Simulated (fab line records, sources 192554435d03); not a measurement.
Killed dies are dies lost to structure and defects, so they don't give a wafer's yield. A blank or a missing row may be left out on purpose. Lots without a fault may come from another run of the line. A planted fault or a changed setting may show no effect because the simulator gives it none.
fab line records | flow n5_finfet
record lots=4 wafers=12 last_day=16
route steps=1938 shown HKMG_FIN@407 BEOL_M4@1111 PASSIVATION@1936
lots that met no fault: from a run of the same line without faults
start_h: hours from the record's first day to the start of the lot's first wafer shown | wait_h: hours since the lot's step before | " the same as in the row above | L1.1+2: a row that stands for several wafers | - no value, or no start given | * or withheld: withheld | < > ~ a bound
route shown NAME@n: a module of which the file shows steps, and the number in the route of the first | usual: mean/standard deviation of fault-free wafers | same: alike in all rows | chamber/n: place in a boat | sites: the reading at each site | _std_site: their standard deviation | _edge_site: outer sites' mean less inner sites' | radius_mm: how far each site lies from the wafer's centre | mask NAME#n: copy n | behind: the tool/chamber that last shaped the wafer | hold: why the lot was held/for how many hours/how that ended | device: the transistor (n, p or np) that didn't switch | end of line: the same wafers' tests at the end of the route | a step without rows: its recipe alone | killed: dies lost to structure and defects at the first sort, not the wafer's yield | map: a wafer's dies, x killed, . not, _ none there
set.NAME: the setting as run; set.NAME@STEP: as run at that earlier step | model.NAME: the simulator's own value behind a step, which no gauge read
lots at some steps of the route; a table a step, a row a wafer
services: from which hour (start_h, from the record's first day; less than 0 if before it) a tool's chamber was out of use, for how many hours, and why
## steps
# step N5_HKMG_FIN_STRIP_93
# recipe chemistry=N2/H2 material=SOC time_s=20 power_w=500 temp_c=40 pressure_mtorr=50 rf_frequency_hz=6e+07 bias_power_w=8 h2_frac=0.5 n2_flow_sccm=300 h2_flow_sccm=300
# step N5_HKMG_FIN_WET_ETCH_76
# recipe chemistry=dNH4OH mix=1:50 temp_c=25 target=Al2O3 stop_on=La2O3 target_depth_nm=2.25 dry=ipa_marangoni rinse_time_s=30 rinse_temp_c=23
# step N5_HKMG_FIN_STRIP_60
# recipe chemistry=N2/H2 power_w=2500 temp_c=300 h2_frac=0.65 time_s=360 pressure_mtorr=withheld n2_flow_sccm=1750 h2_flow_sccm=3250
# step N5_HKMG_FIN_WET_ETCH_77
# recipe chemistry=dHCl mix=1:10000 temp_c=25 target=La2O3 stop_on=HfO2 target_depth_nm=2
# step N5_HKMG_FIN_WET_ETCH_78
# recipe chemistry=dNH4OH mix=1:50 temp_c=25 target=Al2O3 stop_on=La2O3 target_depth_nm=4.5 dry=ipa_marangoni rinse_time_s=30 rinse_temp_c=23
# step N5_HKMG_FIN_ALD_79
# recipe material=TiN target_thk_a=15 temp_c=400 ald_precursor_family=TiCl4 ald_co_reactant=NH3 pulse_time_s=1 purge_time_s=3 co_reactant_purge_time_s=2 co_reactant_pulse_time_s=2 ald_cycles=68 pressure_torr=3
# step N5_HKMG_FIN_CVD_62
# recipe material=a-Si target_thk_a=30 temp_c=500 precursor=Si2H6 pressure_torr=1 time_s=20.8
# step N5_HKMG_FIN_RTA_80
# recipe temp_c=withheld time_s=2 ambient=N2 idle_temp_c=600 ramp_up_c_per_s=150 ramp_down_c_per_s=60 cool_to_c=600
# step N5_HKMG_FIN_PRECLEAN_64
# recipe chemistry=dHF time_s=30 temp_c=25 dilution=withheld
# step N5_HKMG_FIN_WET_ETCH_65
# recipe chemistry=TMAH temp_c=70 conc_wt_pct=5 target=a-Si stop_on=TiN time_s=49 target_depth_nm=3
# step N5_HKMG_FIN_WET_ETCH_81
# recipe chemistry=SC1 target=TiN stop_on=HfO2 mix=1:1:5 temp_c=60 time_s=57 target_depth_nm=6
# step N5_HKMG_FIN_WET_ETCH_82
# recipe chemistry=dHCl mix=1:10000 temp_c=25 target=La2O3 stop_on=HfO2 target_depth_nm=2 dry=ipa_marangoni rinse_time_s=30 rinse_temp_c=23
# step N5_HKMG_FIN_ALD_36
# recipe material=TiN target_thk_a=10 temp_c=400 ald_precursor_family=TiCl4 ald_co_reactant=NH3 pulse_time_s=1 purge_time_s=3 co_reactant_purge_time_s=2 co_reactant_pulse_time_s=2 ald_cycles=47 pressure_torr=3
# usual ald_cycles=47/0 heater_power_outer_w=560/68 heater_power_w=892/110 precursor_pulse_height_rel=1.000/0.018 susceptor_temp_C=400.01/0.23
# columns lot.wafer tool chamber start_h wait_h ald_cycles heater_power_outer_w heater_power_w precursor_pulse_height_rel susceptor_temp_C model.TiN_of_HKMG_FIN_ALD_36.thk_nm
L153.1 ald_metal-02 0 143.15 0.0 47 600 921 1.001 399.92 1
L153.2 " 2 " " 47 423 715 1.001 400.27 1
L153.4 " 1 " " 47 610 914 0.988 400.20 1
L154.1 ald_metal-04 3 153.89 0.0 47 642 1074 0.998 400.06 1
L154.2 " 1 " " 47 534 852 1.009 399.97 1
L154.3 " 2 " " 47 466 789 1.016 399.90 1
L156.1 ald_metal-02 2 160.85 0.0 47 434 714 1.006 400.56 1
L156.3 " 1 " " 47 593 936 0.973 400.03 1
L156.5 " 1 " " 66 612 910 1.010 400.00 1.4
L160.1 ald_metal-02 3 186.51 0.0 47 576 924 0.997 400.30 1
L160.2 " 0 " " 66 601 935 0.982 400.03 1.4
L160.6 " 0 " " 66 603 945 1.001 399.85 1.4
# step N5_HKMG_FIN_PWFM_ALD_03
# recipe material=TiN target_thk_a=20 temp_c=400 ald_precursor_family=TiCl4 ald_co_reactant=NH3 pulse_time_s=1 purge_time_s=3 co_reactant_purge_time_s=2 co_reactant_pulse_time_s=2 ald_cycles=91 pressure_torr=3
# step N5_HKMG_FIN_COAT_29
# recipe resist=SOC temp_c=250 time_s=60 spin_rpm=1500 resist_thk_nm=300
# step N5_HKMG_FIN_COAT_30
# recipe resist=SiARC temp_c=220 time_s=60 spin_rpm=1500 resist_thk_nm=35
# step N5_HKMG_FIN_COAT_06
# recipe resist=CAR-ArF spin_rpm=1500 resist_thk_nm=90
# step N5_HKMG_FIN_EBR_08
# recipe solvent=PGMEA ebr_width_mm=1.5
# step N5_HKMG_FIN_SOFTBAKE_07
# recipe temp_c=110 time_s=60 resist=CAR-ArF
# step N5_HKMG_FIN_EXPOSE_09
# recipe mask_id=NWFM na=1.35 source_shape=conventional sigma_outer=0.8 polarization=unpolarized dose_mj=39.25
# step N5_HKMG_FIN_PEB_10
# recipe peb_temp_c=withheld peb_time_s=60 resist=CAR-ArF
# step N5_HKMG_FIN_DEVELOP_11
# recipe develop_time_s=30 developer=TMAH resist=CAR-ArF dev_temp_c=23 rinse_liquid=diw dry=air_spin
# step N5_HKMG_FIN_DESCUM_17
# recipe chemistry=O2 time_s=7.9 source_power_w=50 bias_power_w=20 pressure_mtorr=20 rf_frequency_hz=2.712e+07 temp_c=40 resist=CAR-ArF o2_flow_sccm=225
# step N5_HKMG_FIN_ETCH_31
# recipe chemistry=CF4 target=SiARC target_depth_a=455 mask_material=CAR-ArF time_s=75.8 ion_energy_ev=80 pressure_mtorr=40 source_w=545 bias_w=36 Ar_flow_sccm=100 cf4_flow_sccm=100 ends=cleared
# step N5_HKMG_FIN_ETCH_32
# recipe chemistry=N2/H2 target=SOC target_depth_a=2400 temp_c=40 time_s=300 ion_energy_ev=200 mask_material=SiARC pressure_mtorr=30 source_w=840 bias_w=150 n2_flow_sccm=200 h2_flow_sccm=200
# step N5_HKMG_FIN_STRIP_33
# recipe chemistry=N2/H2 temp_c=40 n2_flow_sccm=200 h2_flow_sccm=200 rf_frequency_hz=6e+07
# step N5_HKMG_FIN_STRIP_34
# recipe chemistry=CF4 resist=SiARC power_w=300 bias_power_w=75 pressure_mtorr=50 cf4_flow_sccm=150 rf_frequency_hz=6e+07
# step N5_HKMG_FIN_ETCH_35
# recipe chemistry=N2/H2 target=SOC target_depth_a=2158 ion_energy_ev=65 bias_w=5 source_w=3000 time_s=243.4 pressure_mtorr=30 n2_flow_sccm=200 h2_flow_sccm=200
# step N5_HKMG_FIN_STRIP_92
# recipe chemistry=N2/H2 material=SOC time_s=20 power_w=500 temp_c=40 pressure_mtorr=50 rf_frequency_hz=6e+07 bias_power_w=8 h2_frac=0.5 n2_flow_sccm=300 h2_flow_sccm=300
# step N5_HKMG_FIN_WET_ETCH_18
# recipe chemistry=SC1 target=TiN mix=1:1:5 temp_c=* time_s=55 target_depth_nm=5.2 dry=ipa_marangoni rinse_time_s=30 rinse_temp_c=23
# step N5_HKMG_FIN_STRIP_19
# recipe chemistry=N2/H2 power_w=2500 temp_c=300 h2_frac=0.65 time_s=360 pressure_mtorr=withheld n2_flow_sccm=1750 h2_flow_sccm=3250
# step N5_HKMG_FIN_ALD_91
# recipe material=TiN target_thk_a=10 temp_c=400 ald_precursor_family=TiCl4 ald_co_reactant=NH3 pulse_time_s=1 purge_time_s=3 co_reactant_purge_time_s=2 co_reactant_pulse_time_s=2 ald_cycles=47 pressure_torr=3
# step N5_HKMG_FIN_COAT_85
# recipe resist=SOC temp_c=250 time_s=60 spin_rpm=1500 resist_thk_nm=300
# step N5_HKMG_FIN_ETCH_86
# recipe chemistry=N2/H2 target=SOC target_depth_a=3932 stop_on=TiN ion_energy_ev=100 bias_w=61 pressure_mtorr=30 source_w=850 n2_flow_sccm=200 h2_flow_sccm=200
# step N5_HKMG_FIN_STRIP_89
# recipe chemistry=N2/H2 material=SOC time_s=20 power_w=500 temp_c=40 pressure_mtorr=50 rf_frequency_hz=6e+07 bias_power_w=8 h2_frac=0.5 n2_flow_sccm=300 h2_flow_sccm=300
# step N5_HKMG_FIN_WET_ETCH_87
# recipe chemistry=SC1 target=TiN mix=1:2:40 temp_c=50 time_s=154.2 target_depth_nm=4.7 dry=ipa_marangoni rinse_time_s=30 rinse_temp_c=23
# step N5_HKMG_FIN_STRIP_88
# recipe chemistry=N2/H2 power_w=2500 temp_c=300 h2_frac=0.65 time_s=360 pressure_mtorr=withheld n2_flow_sccm=1750 h2_flow_sccm=3250
# step N5_HKMG_FIN_NWFM_ALD_20
# recipe material=TiAlC target_thk_a=20 temp_c=300 ald_precursor_family=TiCl4 ald_co_reactant=TEA pulse_time_s=3 purge_time_s=2 co_reactant_purge_time_s=2 co_reactant_pulse_time_s=10 ald_cycles=7 pressure_torr=3
# step N5_BEOL_M4_RC_MEAS_101
# usual DIBL_N=36.0/2.5 DIBL_P=36.3/2.8 IOFF_N=0.16/0.042 IOFF_P=0.21/0.045 IOFF_P_LIN=0.100/0.015 IOFF_P_LONG=0.000107/8.8e-06 ION_N=673/15 ION_P=463/8.1 SS_N=71.4/0.73 SS_P=73.3/0.92 VT_N=251/4.1 VT_P=-250/3.4 VT_P_LONG=-275.4/2.8 VT_P_LVT=-98.5/3
# columns lot.wafer tool chamber start_h wait_h DIBL_N[mV/V] DIBL_P[mV/V] IOFF_N[nA/um] IOFF_P[nA/um] IOFF_P_LIN[nA/um] IOFF_P_LONG[nA/um] ION_N[uA/um] ION_P[uA/um] SS_N[mV/dec] SS_P[mV/dec] VT_N[mV] VT_P[mV] VT_P_LONG[mV] VT_P_LVT[mV]
L153.1 prober-01 0 233.34 0.0 32.7 33.8 0.11 0.18 0.095 0.000114 650 460 70.9 71.9 253 -252 -274.1 -97.0
L153.2 " 0 " " 34.9 35.9 0.15 0.21 0.102 0.000106 675 470 72.0 73.7 249 -250 -274.4 -96.3
L153.4 " 0 " " 34.7 36.3 0.14 0.21 0.101 0.00011 679 467 71.5 73.3 251 -252 -276.0 -97.4
L154.1 prober-02 0 238.99 0.0 35.1 35.2 0.16 0.21 0.102 0.000118 693 474 71.2 73.4 250 -250 -273.2 -97.9
L154.2 " 0 " " 31.2 30.5 0.09 0.14 0.078 0.000115 649 453 70.3 71.9 261 -253 -275.8 -102.6
L154.3 " 0 " " 37.8 38.1 0.19 0.26 0.117 0.000109 678 462 71.8 74.2 247 -247 -272.9 -95.7
L156.1 prober-01 0 248.97 0.0 32.2 34.2 0.10 0.18 0.093 0.000115 646 460 70.1 72.0 257 -251 -271.2 -98.7
L156.3 " 0 " " 30.6 31.2 0.08 0.16 0.085 0.000122 647 461 69.9 71.7 260 -251 -273.1 -100.7
L156.5 " 0 " " 29.9 30.8 0.07 0.22 0.124 0.000166 633 472 70.1 71.2 263 -238 -261.2 -88.3
L160.1 prober-01 0 278.73 0.0 38.8 39.8 0.22 0.24 0.107 9.7e-05 695 468 72.3 74.2 243 -247 -281.9 -97.5
L160.2 " 0 " " 37.1 36.6 0.16 0.31 0.145 0.000145 674 477 71.7 73.0 250 -241 -266.1 -86.7
L160.6 " 0 " " 38.9 39.5 0.20 0.41 0.179 0.00014 690 477 72.5 74.6 247 -236 -263.5 -82.8
# step N5_PASSIVATION_PROBE_49
# usual defect_limited_yield=91.0/1.4 killed_at_M0_to_M3=36/11 killed_at_M4_up=13/5.4 killed_at_contacts=12/6.4 killed_at_front_end=41/13 killed_at_other=2.9/2.3 killed_dies=106/17 killed_open=70/12 killed_short=34/8.4 sort_bin_4_leakage=0.01/0.057 sort_bin_5_function=5.2/1 sort_bin_6_memory=3.4/0.63 sort_bin_8_speed=0.1/0.49 sort_n_pass=1074/18 sort_yield_pct=91.0/1.6
# same gross_dies=1180 killed_at_back_side=0
# columns lot.wafer tool chamber start_h wait_h defect_limited_yield[%] killed_at_M0_to_M3 killed_at_M4_up killed_at_contacts killed_at_front_end killed_at_other killed_dies killed_open killed_short sort_bin_4_leakage[%] sort_bin_5_function[%] sort_bin_6_memory[%] sort_bin_8_speed[%] sort_n_pass sort_yield_pct[%]
L154.1 prober-01 - 339.53 0.0 93.0 26 15 9 26 7 83 62 21 0 4.1 2.6 0 1097 93.0
L154.2 prober-01 - 339.58 0.1 94.2 21 10 12 22 3 68 51 17 0 3.6 1.9 0 1112 94.2
L154.3 prober-01 - 339.63 0.1 91.3 38 12 16 32 5 103 68 35 0 3.9 4.5 0 1077 91.3
L156.1 prober-02 - 351.42 0.0 89.3 40 11 21 51 3 126 75 51 0 6.2 4.3 0 1054 89.3
L156.3 prober-02 - 351.52 0.1 92.1 33 22 10 28 0 93 64 29 0 4.9 2.9 0 1087 92.1
L156.5 prober-02 - 351.62 0.2 90.7 28 20 13 46 3 110 62 48 0 5.4 3.5 4.2 1020 86.4
L160.6 prober-01 - 372.36 0.3 89.3 55 10 16 42 3 126 81 44 0.25 6.1 4.2 0 1051 89.1
# killed by level:class
L154.1 BEOL_M2:geometric_particle:open=7 BEOL_M3:geometric_particle:open=7 STI_FIN_REVEAL:geometric_particle:open=6 MOL_CONTACT_COAG:geometric_particle:open=6 FIN_SAQP:geometric_particle:open=5 BEOL_M0_SAQP:geometric_particle:open=5 FIN_SAQP:geometric_particle:short=4 BEOL_M8:geometric_particle:open=4
L154.2 BEOL_M2:geometric_particle:open=12 MOL_CONTACT_COAG:geometric_particle:open=11 FIN_SAQP:geometric_particle:open=6 FIN_SAQP:geometric_particle:short=4 BEOL_M5:geometric_particle:open=4 STARTING-WAFER:geometric_particle:short=4 BEOL_M3:geometric_particle:open=3 BEOL_M0_SAQP:geometric_particle:open=3
L154.3 FIN_SAQP:geometric_particle:open=11 BEOL_M0_SAQP:geometric_particle:open=10 BEOL_M2:geometric_particle:open=10 MOL_CONTACT_COAG:geometric_particle:open=9 BEOL_M0_SAQP:geometric_particle:short=9 STI_FIN_REVEAL:geometric_particle:open=7 MOL_CONTACT_COAG:geometric_particle:short=7 FIN_SAQP:geometric_particle:short=3
L156.1 MOL_CONTACT_COAG:geometric_particle:open=15 FIN_SAQP:geometric_particle:open=11 GATE_CUT:geometric_particle:short=10 BEOL_M1:geometric_particle:open=10 FIN_SAQP:geometric_particle:short=9 BEOL_M0_SAQP:geometric_particle:short=9 BEOL_M2:geometric_particle:open=7 BEOL_M0_SAQP:geometric_particle:open=6
L156.3 BEOL_M4:geometric_particle:open=12 BEOL_M1:geometric_particle:open=11 BEOL_M0_SAQP:geometric_particle:open=10 MOL_CONTACT_COAG:geometric_particle:open=9 BEOL_M0_SAQP:geometric_particle:short=6 BEOL_M4:geometric_particle:short=6 GATE_CUT:geometric_particle:open=5 FIN_SAQP:geometric_particle:open=4
L156.5 MOL_CONTACT_COAG:geometric_particle:open=10 FIN_SAQP:geometric_particle:short=9 GATE_CUT:geometric_particle:short=9 BEOL_M1:geometric_particle:open=9 BEOL_M4:geometric_particle:open=9 FIN_SAQP:geometric_particle:open=8 BEOL_M0_SAQP:geometric_particle:short=8 DUMMY_GATE:geometric_particle:open=4
L160.6 FIN_SAQP:geometric_particle:open=20 MOL_CONTACT_COAG:geometric_particle:open=11 BEOL_M1:geometric_particle:open=9 BEOL_M0_SAQP:geometric_particle:short=8 BEOL_M0_SAQP:geometric_particle:open=8 FIN_SAQP:geometric_particle:short=7 BEOL_M2:geometric_particle:open=7 BEOL_M3:geometric_particle:open=7
## services
# columns tool chamber start_h hours kind
ald_metal-04 - 124.73 8.7 pm
ald_metal-04 0 136.52 25.4 repair
## key
first_sign step=N5_HKMG_FIN_ALD_36 reading=ald_cycles direction=up sigmas=99+ usual=* struck=*
effect step=N5_BEOL_M4_RC_MEAS_101 reading=IOFF_P_LONG direction=up sigmas=4.9 usual=0.000107 struck=0.00015
effect step=N5_BEOL_M4_RC_MEAS_101 reading=VT_P_LVT direction=up sigmas=4.2 usual=-98.5 struck=-86.0
effect step=N5_BEOL_M4_RC_MEAS_101 reading=VT_P_LONG direction=up sigmas=4.2 usual=-275.4 struck=-263.6
effect step=N5_BEOL_M4_RC_MEAS_101 reading=VT_P direction=up sigmas=3.4 usual=-250 struck=-238
effect step=N5_BEOL_M4_RC_MEAS_101 reading=IOFF_P_LIN direction=up sigmas=3.2 usual=0.100 struck=0.149
effect step=N5_BEOL_M4_RC_MEAS_101 reading=IOFF_P direction=up sigmas=2.2 usual=0.21 struck=0.31 wafers_moved=2
model_effect step=N5_HKMG_FIN_ALD_36 value=TiN_of_HKMG_FIN_ALD_36.thk_nm without=1 struck=1.4
met_at N5_HKMG_FIN_ALD_36
struck_wafers L156.5,L160.2,L160.6
onset_between 143.15 160.85
fault kind=process_parameter_drift tool=ald_metal-02 chamber=- onset_h=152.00 steps=N5_HKMG_FIN_ALD_36 channel=ald_cycles offset=* shape=step end_h=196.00 scope=struck_wafers_only acts_in=* stated=*
